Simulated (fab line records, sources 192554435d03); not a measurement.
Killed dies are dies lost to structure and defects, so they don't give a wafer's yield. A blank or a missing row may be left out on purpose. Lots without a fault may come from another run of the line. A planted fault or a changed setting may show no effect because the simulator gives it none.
A struck lot beside a sound one | flow n5_finfet | 38 steps out of a route of 1938
Sound: wafers L215.3, L215.5, L215.6. Struck: wafer L228.5. (L228.6 of the same lot was not struck and is left out.) The cause comes at the end.
At each step with rows: each side's tool, then ch and its chambers, then its first start. Under that, the readings that differ: sound wafers | struck wafers | difference of the means | sigmas: that difference in standard deviations of wafers without a fault.
alike: readings whose means differ by less than 2 such deviations, and words and numbers that are the same on both sides. not compared: withheld readings, readings that some wafer has no value for, bounds like >300 that may hide the same value, and numbers for which the record gives no deviation and whose values overlap.
The two part at a step that has a row with sigmas, a row that says differs or no value, or rows on one side only. Numbers that don't overlap but have no deviation are shown without sigmas and don't part them. A reading that every wafer of one side lacks parts them only if that side has two wafers or more.

first, 9 steps without rows for these wafers: N5_BEOL_M4_ANNEAL_95 (time 240 s); N5_BEOL_M4_SPUTTER_96 (material Cu, target thk 4.5 nm, time 8.29 s); N5_BEOL_M4_ECD_50 (material Cu, target thk 300 nm); N5_BEOL_M4_ANNEAL_51 (time 90 s); N5_BEOL_M4_CMP_52 (polishes, stops on SiOC, t overpolish 6.8 s, target thk 40 nm); N5_BEOL_M4_PRE_CLEAN_60 (time 15 s); N5_BEOL_M4_CO_CAP_55 (material Co, precursor CCTBA/H2, target thk 2 nm, time 102.1 s); N5_BEOL_M4_PRE_CLEAN_56 (time 15 s); N5_BEOL_M4_DEP_57 (deposits SiCN from 3MS/NH3, target thk 8 nm, time 14 s).
N5_BEOL_M4_RC_MEAS_101:
  sound on prober-02 ch 0, day 9 01:12; struck on prober-01 ch 0, day 12 06:08
  reading       | sound          | struck | difference | sigmas
  DIBL_P (mV/V) | 33.5 34.8 32.2 | 37.7   | +4.2       | +2
  SS_N (mV/dec) | 71.5 71.3 70.1 | 72.3   | +1.3       | +2
  alike: DIBL_N, IOFF_N, IOFF_P, ION_N, ION_P, SS_P, VT_N, VT_P
then, 24 steps without rows for these wafers: N5_BEOL_M5_ILD_DEP_00 (deposits SiCOH lowk from DEMS/porogen, target thk 140.64 nm, time 25.9 s); N5_BEOL_M5_CURE_79 (cures SiCOH lowk, time 240 s); N5_BEOL_M5_PECVD_70 (deposits SiO2 from TEOS/O2, target thk 16 nm, time 18 s); N5_BEOL_M5_HM_DEP_02 (deposits TiN, target thk 20 nm); N5_BEOL_M5_COAT_59 (time 60 s, resist thk 60 nm); N5_BEOL_M5_COAT_60 (time 60 s, resist thk 12 nm); N5_BEOL_M5_COAT_71 (time 60 s, resist thk 5 nm); N5_BEOL_M5_COAT_05 (resist thk 30 nm); N5_BEOL_M5_EBR_07; N5_BEOL_M5_SOFTBAKE_06 (time 60 s); N5_BEOL_M5_EXPOSE_08 (exposes mask M5, target cd 28 nm); N5_BEOL_M5_PEB_09 (peb time 60 s); N5_BEOL_M5_DEVELOP_10 (develop time 30 s); N5_BEOL_M5_DESCUM_16 (chemistry O2, time 7 s); N5_BEOL_M5_ETCH_72 (etches underlayer in N2/H2, target depth 6.5 nm, time 5.2 s); N5_BEOL_M5_ETCH_61 (etches SiARC in CF4, target depth 15.6 nm, time 26 s); N5_BEOL_M5_ETCH_62 (etches SOC in N2/H2, target depth 75 nm, overetch 15 nm, time 112.5 s); N5_BEOL_M5_STRIP_63 (strips in N2/H2); N5_BEOL_M5_STRIP_73 (strips in N2/H2); N5_BEOL_M5_STRIP_64 (strips in CF4); N5_BEOL_M5_HM_OPEN_17 (chemistry Cl2/BCl3, target TiN, target depth 20 nm, overetch 6 nm); N5_BEOL_M5_STRIP_19 (strips in O2); N5_BEOL_M5_COAT_65 (time 60 s, resist thk 60 nm); N5_BEOL_M5_COAT_66 (time 60 s, resist thk 12 nm).
N5_BEOL_M8_ILD_DEP_00: deposits SiCOH lowk from DEMS/porogen, target thk 179.75 nm, time 33.4 s.
  sound on pecvd-04 ch 0,2, day 10 03:49; struck on pecvd-02 ch 2, day 14 04:17
  reading                                            | sound                | struck | difference | sigmas
  susceptor_temp_C (C)                               | 299.83 300.05 299.83 | 300.35 | +0.45      | +2
  model.SiCOH_lowk_of_BEOL_M8_ILD_DEP_00.thk_nm (nm) | 178.8 180.6 178.2    | 278    | +99        |
  alike: heater_power_w, showerhead_plenum_p_Torr, throttle_valve_pct
N5_BEOL_M8_THK_MEAS_01:
  sound on film_metro-01, day 10 04:23; struck on film_metro-01, day 14 04:50
  reading         | sound             | struck | difference | sigmas
  M8_ILD_THK (nm) | 154.2 155.8 153.6 | 241.3  | +86.8      | +46
N5_BEOL_M8_CMP_52: polishes, stops on SiCOH lowk, t overpolish 6.9 s, target thk 80 nm.
  sound on cmp-02 ch 1,2, day 10 10:34; struck on cmp-02 ch 3, day 14 10:25
  reading                                            | sound             | struck | difference | sigmas
  model.SiCOH_lowk_of_BEOL_M8_ILD_DEP_00.thk_nm (nm) | 151.2 152.8 150.8 | 238.2  | +86.6      |
  alike: motor_current_A, platen_rpm
  not compared: pad_life_wafers
-- the record jumps here: 3 days lie between the struck wafers' starts before and after (it left off in module BEOL_M8 and takes up again in module PASSIVATION, whose first step shown is number 1936 of the route) --
N5_PASSIVATION_PROBE_49:
  the record has rows for the struck wafers here (prober-02, day 17 05:41) and none for the sound ones

WHERE THEY PART
First at N5_BEOL_M4_RC_MEAS_101; last, within this record, at N5_PASSIVATION_PROBE_49.

WHY: what the simulator had put in
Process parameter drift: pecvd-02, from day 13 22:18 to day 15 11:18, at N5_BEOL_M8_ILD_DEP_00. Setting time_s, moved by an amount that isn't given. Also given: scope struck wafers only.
